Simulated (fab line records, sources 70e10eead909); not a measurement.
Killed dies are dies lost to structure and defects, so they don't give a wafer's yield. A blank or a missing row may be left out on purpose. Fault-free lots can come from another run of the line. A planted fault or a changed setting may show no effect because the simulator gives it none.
Which tool did it? :: flow nand_harc :: Sampling: 11 lots, 33 wafers, 6 of 1302 route steps

## WHAT EACH GAUGE READ, for each wafer
NHARC_A_CHANNEL_HOLE_D2_CD_MEAS_10: the cd target is 100 nm. Usual: cd_nm at 100.1 nm, with a standard deviation of 0.54.
lot: L424
measured: day 14 04:52
on: cd_sem-03
cd_nm (nm): 100.2 99.4 100.3
flag: 

lot: L427
measured: day 15 00:07
on: cd_sem-02
cd_nm (nm): 98.4 98.3 98.0
flag: OFF

lot: L428
measured: day 15 12:52
on: cd_sem-03
cd_nm (nm): 98.1 98.1 98.1
flag: OFF

lot: L436
measured: day 18 01:28
on: cd_sem-03
cd_nm (nm): 100.0 100.3 100.4
flag: 

lot: L437
measured: day 18 21:08
on: cd_sem-02
cd_nm (nm): 99.1 99.9 99.5
flag: 

lot: L438
measured: day 18 21:20
on: cd_sem-01
cd_nm (nm): 99.8 99.9 99.5
flag: 

lot: L440
measured: day 20 05:17
on: cd_sem-02
cd_nm (nm): 100.1 99.9 99.7
flag: 

lot: L442
measured: day 21 10:52
on: cd_sem-02
cd_nm (nm): 99.7 99.9 100.6
flag: 

lot: L444
measured: day 21 21:31
on: cd_sem-03
cd_nm (nm): 100.4 101.0 101.0
flag: 

lot: L445
measured: day 22 05:10
on: cd_sem-01
cd_nm (nm): 98.9 100.0 100.2
flag: 

lot: L446
measured: day 22 06:53
on: cd_sem-01
cd_nm (nm): 100.2 99.8 100.6
flag: 

NHARC_END_SORT_01. Usual: killed_at_array 59, standard deviation 20; killed_at_other 0.8, standard deviation 1; killed_at_periphery 3.2, standard deviation 2.1; killed_dies 63, standard deviation 21; killed_open 3.0, standard deviation 1.9; killed_short 2.3, standard deviation 1.5.
lot: L427
measured: day 25 21:37
on: prober-02
killed_at_array: 29 26 22
killed_at_other: 1 0 1
killed_at_periphery: 2 2 1
killed_dies: 32 28 24
killed_open: 7 2 1
killed_short: 2 1 1
flag: 

lot: L436
measured: day 29 22:28
on: prober-01
killed_at_array: 59 65 70
killed_at_other: 0 0 0
killed_at_periphery: 3 3 0
killed_dies: 62 68 70
killed_open: 2 5 0
killed_short: 0 1 2
flag: 

lot: L437
measured: day 30 06:14
on: prober-01
killed_at_array: 67 78 66
killed_at_other: 0 0 0
killed_at_periphery: 6 5 9
killed_dies: 73 83 75
killed_open: 9 3 5
killed_short: 2 2 4
flag: 

lot: L438
measured: day 30 14:04
on: prober-01
killed_at_array: 24 21 23
killed_at_other: 0 0 0
killed_at_periphery: 4 2 2
killed_dies: 28 23 25
killed_open: 4 3 4
killed_short: 2 2 0
flag: 

## WHAT TOOL EACH LOT RAN ON (gives the tool, then ch and the chambers of the sampled wafers, and finally the start)
lot: L424
NHARC_A_CHANNEL_HOLE_D2_PEB_08: litho_track-04 ch 0, day 14 04:47
NHARC_A_CHANNEL_HOLE_D2_ETCH_19: har_etch-01 ch 0,1, day 14 06:14
NHARC_A_CHANNEL_HOLE_D2_ETCH_20: har_etch-01 ch 0,1, day 14 06:21
NHARC_A_CHANNEL_HOLE_D2_ETCH_21: har_etch-01 ch 0,1, day 14 06:40

lot: L427
NHARC_A_CHANNEL_HOLE_D2_PEB_08: litho_track-04 ch 0, day 15 00:02
NHARC_A_CHANNEL_HOLE_D2_ETCH_19: har_etch-01 ch 0,1, day 15 01:29
NHARC_A_CHANNEL_HOLE_D2_ETCH_20: har_etch-01 ch 0,1, day 15 01:35
NHARC_A_CHANNEL_HOLE_D2_ETCH_21: har_etch-01 ch 0,1, day 15 01:54

lot: L428
NHARC_A_CHANNEL_HOLE_D2_PEB_08: litho_track-04 ch 0, day 15 12:47
NHARC_A_CHANNEL_HOLE_D2_ETCH_19: har_etch-01 ch 1, day 15 14:14
NHARC_A_CHANNEL_HOLE_D2_ETCH_20: har_etch-01 ch 1, day 15 14:23
NHARC_A_CHANNEL_HOLE_D2_ETCH_21: har_etch-01 ch 1, day 15 14:43

lot: L436
NHARC_A_CHANNEL_HOLE_D2_PEB_08: litho_track-01 ch 0, day 18 01:23
NHARC_A_CHANNEL_HOLE_D2_ETCH_19: har_etch-01 ch 0,1, day 18 02:52
NHARC_A_CHANNEL_HOLE_D2_ETCH_20: har_etch-01 ch 0,1, day 18 03:00
NHARC_A_CHANNEL_HOLE_D2_ETCH_21: har_etch-01 ch 0,1, day 18 03:20

lot: L437
NHARC_A_CHANNEL_HOLE_D2_PEB_08: litho_track-06 ch 0, day 18 21:04
NHARC_A_CHANNEL_HOLE_D2_ETCH_19: har_etch-01 ch 0,1, day 18 22:56
NHARC_A_CHANNEL_HOLE_D2_ETCH_20: har_etch-01 ch 0,1, day 18 23:03
NHARC_A_CHANNEL_HOLE_D2_ETCH_21: har_etch-01 ch 0,1, day 18 23:22

lot: L438
NHARC_A_CHANNEL_HOLE_D2_PEB_08: litho_track-04 ch 0, day 18 21:14
NHARC_A_CHANNEL_HOLE_D2_ETCH_19: har_etch-02 ch 0,1, day 18 23:50
NHARC_A_CHANNEL_HOLE_D2_ETCH_20: har_etch-02 ch 0,1, day 18 23:59
NHARC_A_CHANNEL_HOLE_D2_ETCH_21: har_etch-02 ch 0,1, day 19 00:19

lot: L440
NHARC_A_CHANNEL_HOLE_D2_PEB_08: litho_track-04 ch 0, day 20 05:12
NHARC_A_CHANNEL_HOLE_D2_ETCH_19: har_etch-02 ch 0,1, day 20 07:42
NHARC_A_CHANNEL_HOLE_D2_ETCH_20: har_etch-02 ch 0,1, day 20 07:50
NHARC_A_CHANNEL_HOLE_D2_ETCH_21: har_etch-02 ch 0,1, day 20 08:11

lot: L442
NHARC_A_CHANNEL_HOLE_D2_PEB_08: litho_track-01 ch 0, day 21 10:47
NHARC_A_CHANNEL_HOLE_D2_ETCH_19: har_etch-01 ch 0,1, day 21 12:15
NHARC_A_CHANNEL_HOLE_D2_ETCH_20: har_etch-01 ch 0,1, day 21 12:24
NHARC_A_CHANNEL_HOLE_D2_ETCH_21: har_etch-01 ch 0,1, day 21 12:44

lot: L444
NHARC_A_CHANNEL_HOLE_D2_PEB_08: litho_track-01 ch 0, day 21 21:26
NHARC_A_CHANNEL_HOLE_D2_ETCH_19: har_etch-02 ch 0,1, day 21 23:35
NHARC_A_CHANNEL_HOLE_D2_ETCH_20: har_etch-02 ch 0,1, day 21 23:46
NHARC_A_CHANNEL_HOLE_D2_ETCH_21: har_etch-02 ch 0,1, day 22 00:07

lot: L445
NHARC_A_CHANNEL_HOLE_D2_PEB_08: litho_track-06 ch 0, day 22 05:05
NHARC_A_CHANNEL_HOLE_D2_ETCH_19: har_etch-01 ch 0,1, day 22 06:33
NHARC_A_CHANNEL_HOLE_D2_ETCH_20: har_etch-01 ch 0,1, day 22 06:40
NHARC_A_CHANNEL_HOLE_D2_ETCH_21: har_etch-01 ch 0,1, day 22 06:58

lot: L446
NHARC_A_CHANNEL_HOLE_D2_PEB_08: litho_track-04 ch 0, day 22 06:47
NHARC_A_CHANNEL_HOLE_D2_ETCH_19: har_etch-01 ch 1, day 22 14:51
NHARC_A_CHANNEL_HOLE_D2_ETCH_20: har_etch-01 ch 1, day 22 14:59
NHARC_A_CHANNEL_HOLE_D2_ETCH_21: har_etch-01 ch 1, day 22 15:20
- NHARC_A_CHANNEL_HOLE_D2_PEB_08: peb time 65 s.
- NHARC_A_CHANNEL_HOLE_D2_ETCH_19: etches the open film in C4F8/O2/Ar, time 34.5 s.
- NHARC_A_CHANNEL_HOLE_D2_ETCH_20: etches the open film in C4F8/O2/Ar, time 361.9 s, target depth 1600 nm.
- NHARC_A_CHANNEL_HOLE_D2_ETCH_21: etches the open film in C4F8/O2/Ar, time 514.3 s, target depth 1600 nm.

## WHAT THE TOOLS THEMSELVES READ (means of the sampled wafers that have a number; where no wafer has one, the mark that the record gives instead)
NHARC_A_CHANNEL_HOLE_D2_PEB_08. Usual: heater_power_total_W at 156.6 W, with a standard deviation of 0.43.
lot: L424
tool: litho_track-04
heater_power_total_W (W): 156.2
flag: 

lot: L427
tool: litho_track-04
heater_power_total_W (W): 162.1
flag: OFF

lot: L428
tool: litho_track-04
heater_power_total_W (W): 162.3
flag: OFF

lot: L436
tool: litho_track-01
heater_power_total_W (W): 156.4
flag: 

lot: L437
tool: litho_track-06
heater_power_total_W (W): 156.4
flag: 

lot: L438
tool: litho_track-04
heater_power_total_W (W): 156.5
flag: 

lot: L440
tool: litho_track-04
heater_power_total_W (W): 156.5
flag: 

lot: L442
tool: litho_track-01
heater_power_total_W (W): 156.7
flag: 

lot: L444
tool: litho_track-01
heater_power_total_W (W): 156.7
flag: 

lot: L445
tool: litho_track-06
heater_power_total_W (W): 156.5
flag: 

lot: L446
tool: litho_track-04
heater_power_total_W (W): 156.7
flag: 

NHARC_A_CHANNEL_HOLE_D2_ETCH_19. Usual: chamber_pressure_mTorr 15.001 mTorr, standard deviation 0.014; drypump_motor_current_A 5.85 A, standard deviation 0.2; showerhead_plenum_p_Torr 3.61 Torr, standard deviation 0.17; throttle_valve_pct 37.038 %, standard deviation 0.0088.
lot: L424
tool: har_etch-01
chamber_pressure_mTorr (mTorr): 15.006
drypump_motor_current_A (A): 5.79
showerhead_plenum_p_Torr (Torr): 3.57
throttle_valve_pct (%): 37.038
flag: 

lot: L427
tool: har_etch-01
chamber_pressure_mTorr (mTorr): 15.009
drypump_motor_current_A (A): 5.78
showerhead_plenum_p_Torr (Torr): 3.56
throttle_valve_pct (%): 37.037
flag: 

lot: L428
tool: har_etch-01
chamber_pressure_mTorr (mTorr): 15.001
drypump_motor_current_A (A): 5.64
showerhead_plenum_p_Torr (Torr): 3.58
throttle_valve_pct (%): 37.043
flag: 

lot: L436
tool: har_etch-01
chamber_pressure_mTorr (mTorr): 15.005
drypump_motor_current_A (A): 5.89
showerhead_plenum_p_Torr (Torr): 3.51
throttle_valve_pct (%): 37.037
flag: 

lot: L437
tool: har_etch-01
chamber_pressure_mTorr (mTorr): 15.012
drypump_motor_current_A (A): 5.93
showerhead_plenum_p_Torr (Torr): 3.50
throttle_valve_pct (%): 37.035
flag: 

lot: L438
tool: har_etch-02
chamber_pressure_mTorr (mTorr): 15.005
drypump_motor_current_A (A): 5.79
showerhead_plenum_p_Torr (Torr): 3.96
throttle_valve_pct (%): 37.036
flag: 

lot: L440
tool: har_etch-02
chamber_pressure_mTorr (mTorr): 15.001
drypump_motor_current_A (A): 5.80
showerhead_plenum_p_Torr (Torr): 3.95
throttle_valve_pct (%): 37.034
flag: 

lot: L442
tool: har_etch-01
chamber_pressure_mTorr (mTorr): 14.998
drypump_motor_current_A (A): 5.91
showerhead_plenum_p_Torr (Torr): 3.48
throttle_valve_pct (%): 37.050
flag: 

lot: L444
tool: har_etch-02
chamber_pressure_mTorr (mTorr): 15.025
drypump_motor_current_A (A): 5.80
showerhead_plenum_p_Torr (Torr): 3.94
throttle_valve_pct (%): 37.045
flag: 

lot: L445
tool: har_etch-01
chamber_pressure_mTorr (mTorr): 15.007
drypump_motor_current_A (A): 5.91
showerhead_plenum_p_Torr (Torr): 3.48
throttle_valve_pct (%): 37.035
flag: 

lot: L446
tool: har_etch-01
chamber_pressure_mTorr (mTorr): 15.013
drypump_motor_current_A (A): 5.64
showerhead_plenum_p_Torr (Torr): 3.52
throttle_valve_pct (%): 37.039
flag: 

NHARC_A_CHANNEL_HOLE_D2_ETCH_20. Usual: chamber_pressure_mTorr 19.998 mTorr, standard deviation 0.019; drypump_motor_current_A 5.84 A, standard deviation 0.2; showerhead_plenum_p_Torr 3.57 Torr, standard deviation 0.16; throttle_valve_pct 32.154 %, standard deviation 0.0079.
lot: L424
tool: har_etch-01
chamber_pressure_mTorr (mTorr): 19.993
drypump_motor_current_A (A): 5.77
showerhead_plenum_p_Torr (Torr): 3.53
throttle_valve_pct (%): 32.155
flag: 

lot: L427
tool: har_etch-01
chamber_pressure_mTorr (mTorr): 19.989
drypump_motor_current_A (A): 5.78
showerhead_plenum_p_Torr (Torr): 3.53
throttle_valve_pct (%): 32.155
flag: 

lot: L428
tool: har_etch-01
chamber_pressure_mTorr (mTorr): 20.008
drypump_motor_current_A (A): 5.65
showerhead_plenum_p_Torr (Torr): 3.55
throttle_valve_pct (%): 32.157
flag: 

lot: L436
tool: har_etch-01
chamber_pressure_mTorr (mTorr): 20.013
drypump_motor_current_A (A): 5.92
showerhead_plenum_p_Torr (Torr): 3.47
throttle_valve_pct (%): 32.157
flag: 

lot: L437
tool: har_etch-01
chamber_pressure_mTorr (mTorr): 19.984
drypump_motor_current_A (A): 5.91
showerhead_plenum_p_Torr (Torr): 3.47
throttle_valve_pct (%): 32.151
flag: 

lot: L438
tool: har_etch-02
chamber_pressure_mTorr (mTorr): 20.014
drypump_motor_current_A (A): 5.80
showerhead_plenum_p_Torr (Torr): 3.91
throttle_valve_pct (%): 32.154
flag: 

lot: L440
tool: har_etch-02
chamber_pressure_mTorr (mTorr): 20.009
drypump_motor_current_A (A): 5.79
showerhead_plenum_p_Torr (Torr): 3.90
throttle_valve_pct (%): 32.157
flag: 

lot: L442
tool: har_etch-01
chamber_pressure_mTorr (mTorr): 20.018
drypump_motor_current_A (A): 5.92
showerhead_plenum_p_Torr (Torr): 3.45
throttle_valve_pct (%): 32.151
flag: 

lot: L444
tool: har_etch-02
chamber_pressure_mTorr (mTorr): 19.986
drypump_motor_current_A (A): 5.79
showerhead_plenum_p_Torr (Torr): 3.89
throttle_valve_pct (%): 32.151
flag: 

lot: L445
tool: har_etch-01
chamber_pressure_mTorr (mTorr): 19.982
drypump_motor_current_A (A): 5.92
showerhead_plenum_p_Torr (Torr): 3.44
throttle_valve_pct (%): 32.158
flag: 

lot: L446
tool: har_etch-01
chamber_pressure_mTorr (mTorr): 20.009
drypump_motor_current_A (A): 5.64
showerhead_plenum_p_Torr (Torr): 3.49
throttle_valve_pct (%): 32.148
flag: 

NHARC_A_CHANNEL_HOLE_D2_ETCH_21. Usual: chamber_pressure_mTorr 20.000 mTorr, standard deviation 0.019; drypump_motor_current_A 5.84 A, standard deviation 0.2; showerhead_plenum_p_Torr 3.57 Torr, standard deviation 0.16; throttle_valve_pct 32.155 %, standard deviation 0.0077.
lot: L424
tool: har_etch-01
chamber_pressure_mTorr (mTorr): 20.000
drypump_motor_current_A (A): 5.76
showerhead_plenum_p_Torr (Torr): 3.54
throttle_valve_pct (%): 32.160
flag: 

lot: L427
tool: har_etch-01
chamber_pressure_mTorr (mTorr): 20.011
drypump_motor_current_A (A): 5.78
showerhead_plenum_p_Torr (Torr): 3.53
throttle_valve_pct (%): 32.154
flag: 

lot: L428
tool: har_etch-01
chamber_pressure_mTorr (mTorr): 19.991
drypump_motor_current_A (A): 5.64
showerhead_plenum_p_Torr (Torr): 3.55
throttle_valve_pct (%): 32.158
flag: 

lot: L436
tool: har_etch-01
chamber_pressure_mTorr (mTorr): 19.993
drypump_motor_current_A (A): 5.93
showerhead_plenum_p_Torr (Torr): 3.47
throttle_valve_pct (%): 32.154
flag: 

lot: L437
tool: har_etch-01
chamber_pressure_mTorr (mTorr): 20.018
drypump_motor_current_A (A): 5.92
showerhead_plenum_p_Torr (Torr): 3.47
throttle_valve_pct (%): 32.153
flag: 

lot: L438
tool: har_etch-02
chamber_pressure_mTorr (mTorr): 19.999
drypump_motor_current_A (A): 5.79
showerhead_plenum_p_Torr (Torr): 3.91
throttle_valve_pct (%): 32.152
flag: 

lot: L440
tool: har_etch-02
chamber_pressure_mTorr (mTorr): 20.004
drypump_motor_current_A (A): 5.79
showerhead_plenum_p_Torr (Torr): 3.90
throttle_valve_pct (%): 32.143
flag: 

lot: L442
tool: har_etch-01
chamber_pressure_mTorr (mTorr): 19.980
drypump_motor_current_A (A): 5.92
showerhead_plenum_p_Torr (Torr): 3.45
throttle_valve_pct (%): 32.153
flag: 

lot: L444
tool: har_etch-02
chamber_pressure_mTorr (mTorr): 19.996
drypump_motor_current_A (A): 5.80
showerhead_plenum_p_Torr (Torr): 3.89
throttle_valve_pct (%): 32.153
flag: 

lot: L445
tool: har_etch-01
chamber_pressure_mTorr (mTorr): 19.999
drypump_motor_current_A (A): 5.91
showerhead_plenum_p_Torr (Torr): 3.44
throttle_valve_pct (%): 32.153
flag: 

lot: L446
tool: har_etch-01
chamber_pressure_mTorr (mTorr): 19.990
drypump_motor_current_A (A): 5.63
showerhead_plenum_p_Torr (Torr): 3.49
throttle_valve_pct (%): 32.148
flag: 

## THE ANSWER, worked out from the rows above alone
Rule: a lot counts as off when the mean over its wafers that have a number is more than 3 standard deviations away from the usual mean. A lot without any number at a reading at which 4 lots or more have one is off too. All remaining lots with rows at the step are treated as sound. First the gauges in route order, then the tools' own readings, where a lot's mean is used as printed above. At the first step where some lot is off, the reading lying furthest off is the one used; lots without a number count as furthest.
Off at NHARC_A_CHANNEL_HOLE_D2_CD_MEAS_10 (cd_nm): L427, L428.
A tool fits if, at a process step before that reading, it ran every lot that is off, and no sound lot after the first of them. Not tried: the gauges at NHARC_A_CHANNEL_HOLE_D2_CD_MEAS_10; whatever is off there is also off at NHARC_A_CHANNEL_HOLE_D2_PEB_08, on other tools, and gauge error can't account for it. Not one of the candidates tried fits.

## WHAT WAS PUT IN BY THE SIMULATOR
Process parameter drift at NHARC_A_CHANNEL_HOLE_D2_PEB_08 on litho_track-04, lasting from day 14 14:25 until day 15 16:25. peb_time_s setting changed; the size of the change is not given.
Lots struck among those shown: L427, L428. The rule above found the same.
